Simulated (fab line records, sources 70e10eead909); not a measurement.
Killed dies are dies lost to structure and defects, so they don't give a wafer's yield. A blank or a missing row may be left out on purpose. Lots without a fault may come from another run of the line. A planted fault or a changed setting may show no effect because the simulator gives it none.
fab line records | flow nand_harc
record lots=9 wafers=25 last_day=34
route steps=1302 shown A_ONON_D2@554 A_CHANNEL_HOLE_D2@580 END@1301
lots that met no fault: from a run of the same line without faults
start_h: hours from the record's first day to the start of the lot's first wafer shown | wait_h: hours since the lot's step before | " the same as in the row above | L1.1+2: a row that stands for several wafers | - no value, or no start given | * or withheld: withheld | < > ~ a bound
route shown NAME@n: a module of which the file shows steps, and the number in the route of the first | usual: mean/standard deviation of fault-free wafers | same: alike in all rows | chamber/n: place in a boat | sites: the reading at each site | _std_site: their standard deviation | _edge_site: outer sites' mean less inner sites' | radius_mm: how far each site lies from the wafer's centre | mask NAME#n: copy n | behind: the tool/chamber that last shaped the wafer | hold: why the lot was held/for how many hours/how that ended | device: the transistor (n, p or np) that didn't switch | end of line: the same wafers' tests at the end of the route | a step without rows: its recipe alone | killed: dies lost to structure and defects at the first sort, not the wafer's yield | map: a wafer's dies, x killed, . not, _ none there
set.NAME: the setting as run; set.NAME@STEP: as run at that earlier step | model.NAME: the simulator's own value behind a step, which no gauge read
steps of the route over a sample of lots; a table a step, a row a wafer
services: from which hour (start_h, from the record's first day; less than 0 if before it) a tool's chamber was out of use, for how many hours, and why
## steps
# step NHARC_A_ONON_D2_THK_MEAS_14
# recipe thk_meas_gauge=ellipsometry
# usual thk_nm=999/11
# columns lot.wafer tool chamber start_h wait_h thk_nm
L189.2 film_metro-01 - 272.00 - 1022
L189.5 " - " " 1024
L189.6 " - " " 1024
L192.1 film_metro-02 - 315.00 - 1003
L192.3 " - " " 1005
L192.5 " - " " 1006
L194.2 film_metro-02 - 333.60 - 1022
L194.3 " - " " 1023
L194.4 " - " " 1021
L196.4 film_metro-02 - 338.69 - 979
L196.5 " - " " 978
L198.2 film_metro-01 - 364.37 - 999
L198.3 " - " " 998
L205.1 film_metro-02 - 431.34 - 995
L205.4 " - " " 995
L205.6 " - " " 995
L206.2 film_metro-02 - 449.31 - 1001
L206.3 " - " " 1001
L206.6 " - " " 1000
L211.1 film_metro-02 - 491.32 - 1001
L211.4 " - " " 1001
L211.6 " - " " 1003
L212.2 film_metro-01 - 520.04 - 1002
L212.3 " - " " 1002
L212.5 " - " " 1002
# step NHARC_A_CHANNEL_HOLE_D2_PEB_08
# recipe peb_temp_c=100 peb_time_s=65
# usual heater_power_total_W=156.6/0.41
# columns lot.wafer tool chamber start_h wait_h heater_power_total_W
L189.2 litho_track-01 0 284.71 0.1 156.5
L189.5 " 0 " " 157.0
L189.6 " 0 " " 155.9
L192.1 litho_track-01 0 327.95 0.1 155.9
L192.3 " 0 " " 157.2
L192.5 " 0 " " 156.0
L194.2 litho_track-01 0 347.37 0.1 156.5
L194.3 " 0 " " 157.0
L194.4 " 0 " " 156.4
L196.4 litho_track-01 0 352.98 0.0 156.3
L196.5 " 0 " " 156.6
L198.2 litho_track-01 0 380.55 0.1 157.1
L198.3 " 0 " " 156.3
L205.1 litho_track-06 0 446.60 0.1 156.6
L205.4 " 0 " " 156.3
L205.6 " 0 " " 156.3
L206.2 litho_track-06 0 464.94 0.1 156.9
L206.3 " 0 " " 157.1
L206.6 " 0 " " 156.8
L211.1 litho_track-06 0 506.26 0.1 156.9
L211.4 " 0 " " 156.7
L211.6 " 0 " " 156.0
L212.2 litho_track-01 0 533.22 0.1 157.1
L212.3 " 0 " " 156.9
L212.5 " 0 " " 156.8
# step NHARC_A_CHANNEL_HOLE_D2_CD_MEAS_10
# recipe target_cd_nm=100 landing_energy_ev=500
# usual cd_nm=100.2/0.49
# columns lot.wafer tool chamber start_h wait_h cd_nm
L189.2 cd_sem-03 0 284.79 - 101.1
L189.5 " 0 " " 101.5
L189.6 " 0 " " 101.2
L192.1 cd_sem-02 0 328.02 - 101.0
L192.3 " 0 " " 100.5
L192.5 " 0 " " 100.1
L194.2 cd_sem-01 0 347.45 - 100.8
L194.3 " 0 " " 100.0
L194.4 " 0 " " 100.4
L196.4 cd_sem-01 0 353.06 - 100.0
L196.5 " 0 " " 106.8
L198.2 cd_sem-01 0 380.63 - 99.7
L198.3 " 0 " " 106.9
L205.1 cd_sem-03 0 446.68 - 100.1
L205.4 " 0 " " 100.0
L205.6 " 0 " " 100.2
L206.2 cd_sem-01 0 465.02 - 100.4
L206.3 " 0 " " 101.0
L206.6 " 0 " " 100.7
L211.1 cd_sem-01 0 506.34 - 99.8
L211.4 " 0 " " 99.8
L211.6 " 0 " " 100.0
L212.2 cd_sem-02 0 533.30 - 100.4
L212.3 " 0 " " 100.8
L212.5 " 0 " " 100.2
# step NHARC_A_CHANNEL_HOLE_D2_ETCH_38
# recipe target_depth_a=390 over_etch_frac=0.3 time_s=65 ion_energy_ev=80 cf4_flow_sccm=150 ar_flow_sccm=0 rf_w=300 bias_w=100 chemistry=CF4
# usual drypump_motor_current_A=5.5/0.45 oes_product_au=1.000/0.011 rf_vpp_V=151.3/1.3 showerhead_plenum_p_Torr=1.77/0.077 throttle_valve_pct=13.285/0.0087
# same time_s=65
# columns lot.wafer tool chamber start_h wait_h drypump_motor_current_A oes_product_au rf_hours_counter_h rf_vpp_V showerhead_plenum_p_Torr throttle_valve_pct
L189.2 rie_diel-13 0 285.08 0.1 5.9 1.004 6 152.5 1.74 13.290
L189.6 " 3 " " 5.9 0.992 - 152.2 1.80 13.300
L189.5 " 0 " " 5.9 1.009 - 149.8 1.74 13.287
L192.3 rie_diel-07 0 328.31 0.1 5.0 0.992 1 151.8 1.78 13.296
L192.1 " 2 " " 4.9 1.000 1 149.9 1.70 13.270
L192.5 " 2 " " 4.9 0.986 - 149.6 1.70 13.283
L194.3 rie_diel-02 3 348.20 0.5 5.8 1.011 7 148.9 1.67 13.266
L194.2 " 1 " " 5.5 1.007 8 149.7 1.70 13.277
L194.4 " 2 " " 6.2 0.990 6 152.1 1.81 13.297
L196.4 rie_diel-02 0 353.34 0.1 5.1 0.981 9 149.1 1.66 13.299
L196.5 " 3 " " 5.8 1.010 - 151.4 1.67 13.280
L198.2 rie_diel-07 3 380.90 0.1 5.6 0.979 2 152.3 1.86 13.279
L198.3 " 1 " " 5.2 1.017 6 153.6 1.89 13.284
L205.4 rie_diel-02 3 446.96 0.1 5.8 1.012 4 150.6 1.67 13.271
L205.1 " 0 " " 5.1 1.013 3 149.6 1.66 13.288
L205.6 " 3 " " 5.8 1.008 - 150.3 1.67 13.276
L206.3 rie_diel-07 3 465.29 0.1 5.7 0.978 6 153.8 1.85 13.286
L206.2 " 1 " " 5.2 1.012 13 153.0 1.89 13.298
L206.6 " 0 " " 4.9 0.996 - 152.6 1.78 13.286
L211.1 rie_diel-07 3 506.64 0.1 5.7 1.000 3 152.7 1.85 13.283
L211.4 " 2 " " 4.9 1.017 - 150.4 1.70 13.292
L211.6 " 1 " " 5.2 1.000 - 153.1 1.89 13.284
L212.3 rie_diel-02 0 533.58 0.1 5.1 1.009 8 148.6 1.66 13.295
L212.2 " 1 " " 5.5 1.003 8 149.4 1.69 13.291
L212.5 " 0 " " 5.1 0.999 - 150.4 1.66 13.293
# step NHARC_A_CHANNEL_HOLE_D2_ETCH_16
# recipe target_depth_a=31000 over_etch_frac=0.3 time_s=806 ion_energy_ev=150 o2_flow_sccm=400 cos_flow_sccm=20 ar_flow_sccm=0 rf_w=500 bias_w=300 chemistry=O2/COS
# usual drypump_motor_current_A=5.5/0.46 oes_product_au=1.003/0.01 rf_vpp_V=314.3/2.3 showerhead_plenum_p_Torr=3.13/0.14 throttle_valve_pct=28.331/0.0093
# same time_s=806
# columns lot.wafer tool chamber start_h wait_h drypump_motor_current_A oes_product_au rf_hours_counter_h rf_vpp_V showerhead_plenum_p_Torr throttle_valve_pct
L189.2 rie_diel-13 3 - - 5.9 1.004 7 315.6 3.18 28.315
L189.5 " 2 " " 6.3 1.006 - 316.4 3.31 28.330
L189.6 " 3 " " 5.9 0.990 - 315.5 3.18 28.338
L192.1 rie_diel-07 2 - - 4.9 0.993 2 313.3 3.01 28.333
L192.3 " 1 " " 5.2 1.019 2 316.3 3.34 28.322
L192.5 " 1 " " 5.2 1.014 - 317.7 3.34 28.328
L194.2 rie_diel-02 0 - - 5.1 1.006 9 312.5 2.93 28.334
L194.3 " 1 " " 5.5 1.016 8 313.7 2.99 28.326
L194.4 " 2 " " 6.2 1.006 6 316.0 3.19 28.353
L196.4 rie_diel-02 3 - - 5.9 1.019 8 312.4 2.94 28.344
L196.5 " 2 " " 6.2 0.993 - 314.8 3.19 28.330
L198.2 rie_diel-07 1 - - 5.2 1.018 6 317.1 3.34 28.349
L198.3 " 2 " " 4.9 0.995 6 312.3 3.00 28.339
L205.1 rie_diel-02 2 - - 6.2 0.998 4 314.5 3.19 28.328
L205.4 " 0 " " 5.1 0.999 3 309.7 2.93 28.320
L205.6 " 2 " " 6.2 0.995 - 314.8 3.19 28.305
L206.2 rie_diel-07 3 - - 5.7 0.982 6 317.9 3.28 28.353
L206.3 " 0 " " 4.9 0.993 13 314.8 3.14 28.326
L206.6 " 2 " " 4.9 0.994 - 311.1 3.00 28.333
L211.1 rie_diel-07 2 - - 4.9 1.014 3 312.4 3.00 28.327
L211.4 " 3 " " 5.7 1.011 - 315.4 3.27 28.326
L211.6 " 1 " " 5.2 1.013 - 317.2 3.34 28.332
L212.3 rie_diel-02 0 - - 5.1 1.012 9 311.5 2.93 28.334
L212.2 " 1 " " 5.5 1.001 8 313.5 2.99 28.325
L212.5 " 0 " " 5.1 1.013 - 310.5 2.93 28.337
# step NHARC_A_CHANNEL_HOLE_D2_CD_MEAS_31
# usual cd_nm=90.1/1.4
# columns lot.wafer tool chamber start_h wait_h cd_nm
L189.2 cd_sem-01 - 291.72 - 90.8
L189.5 " - " " 91.5
L189.6 " - " " 91.8
L192.1 cd_sem-03 - 337.40 - 89.7
L192.3 " - " " 88.2
L192.5 " - " " 88.8
L194.2 cd_sem-01 - 354.81 - 91.0
L194.3 " - " " 87.4
L194.4 " - " " 90.1
L196.4 cd_sem-01 - 363.15 - 93.5
L196.5 " - " " 98.3
L198.2 cd_sem-01 - 390.87 0.1 91.4
L198.3 " - " " 97.7
L205.1 cd_sem-01 - 454.42 - 88.1
L205.4 " - " " 89.1
L205.6 " - " " 90.8
L206.2 cd_sem-03 - 471.94 - 91.1
L206.3 " - " " 92.2
L206.6 " - " " 89.7
L211.1 cd_sem-02 - 521.41 - 90.3
L211.4 " - " " 87.7
L211.6 " - " " 90.2
L212.2 cd_sem-01 - 543.63 - 89.1
L212.3 " - " " 89.5
L212.5 " - " " 89.5
# step NHARC_A_CHANNEL_HOLE_D2_XSEM_32
# recipe landing_energy_ev=35000
# usual bot_cd_nm=74.6/1.5 bow_nm=8.61/0.29 tilt_deg=0.07/0.04
# columns lot.wafer tool chamber start_h wait_h bot_cd_nm bow_nm tilt_deg
L189.2 xsem-02 0 291.82 0.1 74.5 8.62 0.08
L189.5 " 0 " " 76.5 8.58 0.08
L189.6 " 0 " " 76.8 8.52 0.08
L192.1 xsem-01 0 337.49 0.1 73.8 8.83 0.10
L192.3 " 0 " " 72.5 8.95 0.10
L192.5 " 0 " " 72.7 8.87 0.10
L194.2 xsem-01 0 354.90 0.1 75.9 8.59 0.05
L194.3 " 0 " " 71.8 8.70 0.06
L194.4 " 0 " " 74.1 8.59 0.06
L196.4 xsem-02 0 363.24 0.1 77.4 8.46 0.14
L196.5 " 0 " " 82.9 8.39 0.14
L198.2 xsem-01 0 390.95 0.1 75.7 8.75 0.08
L198.3 " 0 " " 82.0 8.75 0.08
L205.1 xsem-01 0 454.51 0.1 72.4 8.15 0.05
L205.4 " 0 " " 73.4 8.19 0.05
L205.6 " 0 " " 75.6 8.11 0.05
L206.2 xsem-02 0 472.03 0.1 75.6 8.22 0.06
L206.3 " 0 " " 76.5 8.27 0.06
L206.6 " 0 " " 74.9 8.28 0.06
L211.1 xsem-02 0 521.50 0.1 74.8 8.91 0.05
L211.4 " 0 " " 72.5 8.88 0.05
L211.6 " 0 " " 74.8 8.85 0.05
L212.2 xsem-01 0 543.71 0.1 74.2 8.89 0.05
L212.3 " 0 " " 74.8 8.85 0.05
L212.5 " 0 " " 74.7 8.86 0.05
# step NHARC_END_WLT_00
# usual VT_DECK1_BOTTOM=0.873/0.0087 VT_DECK1_BOTTOM_INNER=0.872/0.0092 VT_DECK1_MEDIAN_NEAR_BOTTOM=0.874/0.0088 VT_DECK1_MEDIAN_NEAR_BOTTOM_INNER=0.874/0.0088 VT_DECK1_MIDDLE=0.886/0.0092 VT_DECK1_MIDDLE_INNER=0.886/0.0085 VT_DECK1_TOP=0.897/0.0091 VT_DECK1_TOP_INNER=0.897/0.0087 VT_DECK2_BOTTOM=0.871/0.0077 VT_DECK2_BOTTOM_INNER=0.870/0.0079 VT_DECK2_MEDIAN_NEAR_BOTTOM=0.872/0.0076 VT_DECK2_MEDIAN_NEAR_BOTTOM_INNER=0.872/0.0076 VT_DECK2_MIDDLE=0.883/0.008 VT_DECK2_MIDDLE_INNER=0.883/0.0082 VT_DECK2_TOP=0.896/0.0076 VT_DECK2_TOP_INNER=0.895/0.0085
# columns lot.wafer tool chamber start_h wait_h VT_DECK1_BOTTOM VT_DECK1_BOTTOM_INNER VT_DECK1_MEDIAN_NEAR_BOTTOM VT_DECK1_MEDIAN_NEAR_BOTTOM_INNER VT_DECK1_MIDDLE VT_DECK1_MIDDLE_INNER VT_DECK1_TOP VT_DECK1_TOP_INNER VT_DECK2_BOTTOM VT_DECK2_BOTTOM_INNER VT_DECK2_MEDIAN_NEAR_BOTTOM VT_DECK2_MEDIAN_NEAR_BOTTOM_INNER VT_DECK2_MIDDLE VT_DECK2_MIDDLE_INNER VT_DECK2_TOP VT_DECK2_TOP_INNER
L189.2 prober-01 - 549.37 0.5 0.894 0.885 0.890 0.881 0.892 0.897 0.907 0.893 0.878 0.880 0.885 0.878 0.885 0.890 0.912 0.913
L189.5 " - 550.88 2.1 0.878 0.881 0.881 0.872 0.891 0.896 0.902 0.905 0.873 0.867 0.877 0.878 0.896 0.892 0.906 0.893
L189.6 " - " " 0.874 0.882 0.880 0.877 0.889 0.882 0.912 0.900 0.877 0.882 0.876 0.877 0.892 0.889 0.904 0.903
L192.1 prober-01 - 589.40 0.0 0.869 0.882 0.877 0.882 0.892 0.897 0.906 0.902 0.857 0.846 0.858 0.851 0.866 0.871 0.889 0.878
L192.3 " - " " 0.876 0.877 0.874 0.878 0.885 0.889 0.904 0.914 0.857 0.854 0.852 0.851 0.869 0.866 0.878 0.877
L192.5 " - " " 0.877 0.872 0.878 0.884 0.887 0.889 0.902 0.901 0.856 0.853 0.857 0.857 0.859 0.870 0.880 0.877
L194.2 prober-02 - 624.51 0.6 0.865 0.881 0.871 0.869 0.894 0.874 0.891 0.900 0.867 0.864 0.873 0.866 0.889 0.885 0.898 0.891
L194.3 " - " " 0.874 0.874 0.869 0.876 0.887 0.878 0.894 0.892 0.860 0.855 0.861 0.868 0.878 0.878 0.894 0.893
L194.4 " - " " 0.876 0.877 0.875 0.877 0.886 0.880 0.899 0.904 0.867 0.866 0.872 0.872 0.879 0.887 0.904 0.894
L196.4 prober-02 - 633.34 5.0 0.869 0.871 0.873 0.884 0.887 0.884 0.903 0.892 0.885 0.886 0.884 0.885 0.892 0.890 0.900 0.899
L196.5 " - " " 0.875 0.874 0.882 0.873 0.887 0.887 0.896 0.897 0.894 0.901 0.899 0.902 0.912 0.912 0.915 0.923
L198.2 prober-02 - 648.02 0.6 0.874 0.871 0.870 0.868 0.877 0.879 0.888 0.880 0.862 0.874 0.873 0.868 0.886 0.881 0.886 0.890
L198.3 " - " " 0.870 0.870 0.865 0.860 0.868 0.871 0.884 0.884 0.883 0.888 0.898 0.884 0.896 0.895 0.907 0.909
L205.1 prober-02 - 706.96 0.1 0.873 0.879 0.871 0.877 0.889 0.878 0.909 0.901 0.875 0.866 0.880 0.868 0.883 0.879 0.902 0.898
L205.4 " - 708.46 1.6 0.883 0.870 0.883 0.888 0.896 0.892 0.899 0.902 0.881 0.876 0.874 0.868 0.885 0.888 0.900 0.898
L205.6 " - 709.46 2.6 0.866 0.869 0.880 0.873 0.890 0.888 0.909 0.900 0.880 0.874 0.876 0.874 0.895 0.896 0.909 0.901
L206.2 prober-02 - 744.73 0.6 0.885 0.886 0.884 0.874 0.887 0.899 0.900 0.898 0.880 0.872 0.879 0.871 0.892 0.898 0.896 0.897
L206.3 " - " " 0.869 0.871 0.863 0.870 0.887 0.889 0.906 0.900 0.875 0.875 0.879 0.875 0.889 0.890 0.896 0.905
L206.6 " - 746.71 2.5 0.876 0.872 0.867 0.867 0.896 0.884 0.900 0.905 0.873 0.875 0.868 0.869 0.883 0.888 0.908 0.903
L211.1 prober-02 - 793.53 0.1 0.869 0.871 0.865 0.867 0.881 0.879 0.894 0.887 0.873 0.871 0.869 0.879 0.885 0.883 0.886 0.890
L211.4 " - 795.01 1.5 0.867 0.866 0.863 0.869 0.875 0.871 0.885 0.885 0.868 0.866 0.867 0.869 0.878 0.877 0.889 0.895
L211.6 " - " " 0.868 0.869 0.872 0.871 0.874 0.881 0.891 0.888 0.875 0.878 0.867 0.875 0.882 0.876 0.897 0.899
L212.2 prober-01 - 813.23 4.4 0.871 0.860 0.868 0.869 0.880 0.882 0.889 0.890 0.870 0.872 0.870 0.869 0.886 0.877 0.904 0.890
L212.3 " - " " 0.867 0.847 0.861 0.855 0.868 0.878 0.891 0.881 0.873 0.865 0.876 0.879 0.881 0.882 0.906 0.893
L212.5 " - 814.73 5.9 0.865 0.861 0.869 0.863 0.882 0.881 0.880 0.889 0.872 0.873 0.873 0.870 0.881 0.880 0.897 0.907
# step NHARC_END_SORT_01
# recipe temp_c=25
# usual killed_at_array=59/20 killed_at_other=0.8/1.2 killed_at_periphery=3.5/2.2 killed_dies=63/20 killed_open=3.3/1.8 killed_short=2.6/1.7
# same gross_dies=677
# columns lot.wafer tool chamber start_h wait_h killed_at_array killed_at_other killed_at_periphery killed_dies killed_open killed_short
L205.4 prober-02 0 712.37 3.4 70 1 10 81 4 6
# killed by level:class
L205.4 A_SLIT:chamber_film_flake=27 A_CHANNEL_HOLE_D2:chamber_film_flake=22 P_M2:chamber_film_flake=7 A_CONTACT:chamber_film_flake=7 A_STAIRCASE:chamber_film_flake=4 A_SOURCE_PLATE:geometric_particle:short=2 A_CHANNEL_HOLE_D1:chamber_film_flake=2 P_CONTACT:geometric_particle:short=1
## services
# columns tool chamber start_h hours kind
rie_diel-07 0 273.20 - clean
rie_diel-07 1 273.20 - clean
rie_diel-07 2 273.20 - clean
rie_diel-07 - 294.20 9.0 pm
rie_diel-07 1 304.94 4.0 repair
rie_diel-07 3 308.73 40.5 repair
rie_diel-13 1 318.85 16.9 repair
litho_track-01 - 330.00 7.0 pm
rie_diel-13 - 342.00 9.0 pm
litho_track-06 - 354.00 7.0 pm
xsem-01 - 374.00 14.0 pm
rie_diel-07 1 383.97 3.1 repair
rie_diel-07 - 384.11 0.2 repair
rie_diel-13 2 385.02 9.4 repair
rie_diel-02 - 393.70 9.0 pm
rie_diel-07 3 406.87 33.4 repair
xsem-02 - 447.93 3.5 repair
rie_diel-13 2 454.24 13.4 repair
rie_diel-02 2 457.52 94.6 repair
rie_diel-07 - 471.20 9.0 pm
rie_diel-07 0 499.75 8.5 repair
litho_track-01 - 505.00 7.0 pm
rie_diel-13 - 519.00 9.0 pm
litho_track-06 - 529.00 7.0 pm
## key
first_sign step=NHARC_A_CHANNEL_HOLE_D2_CD_MEAS_10 reading=cd_nm direction=up sigmas=14 usual=100.2 struck=106.8
effect step=NHARC_A_CHANNEL_HOLE_D2_CD_MEAS_31 reading=cd_nm direction=up sigmas=5.6 usual=90.1 struck=98.0
effect step=NHARC_A_CHANNEL_HOLE_D2_XSEM_32 reading=bot_cd_nm direction=up sigmas=5.4 usual=74.6 struck=82.5
effect step=NHARC_END_WLT_00 reading=VT_DECK2_MEDIAN_NEAR_BOTTOM direction=up sigmas=3.5 usual=0.872 struck=0.898
met_at NHARC_A_CHANNEL_HOLE_D2_PEB_08
struck_lots L196,L198
struck_wafers L196.5,L198.3
tester_left_out L196,L198
not_acting_at NHARC_A_ONON_D2_THK_MEAS_14,NHARC_A_CHANNEL_HOLE_D2_ETCH_38,NHARC_A_CHANNEL_HOLE_D2_ETCH_16
onset_between 347.37 352.98
fault kind=process_parameter_drift tool=litho_track-01 chamber=- onset_h=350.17 steps=NHARC_A_CHANNEL_HOLE_D2_PEB_08 channel=peb_time_s offset=* shape=step end_h=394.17 scope=struck_wafers_only acts_in=* stated=*
# tester_left_out: of these lots the tester's yield and bins aren't shown, on N5 and GAA mostly nor the transistor test; their killed dies are dies lost to structure and defects alone, not to doping, threshold or leakage, so they don't give the yield
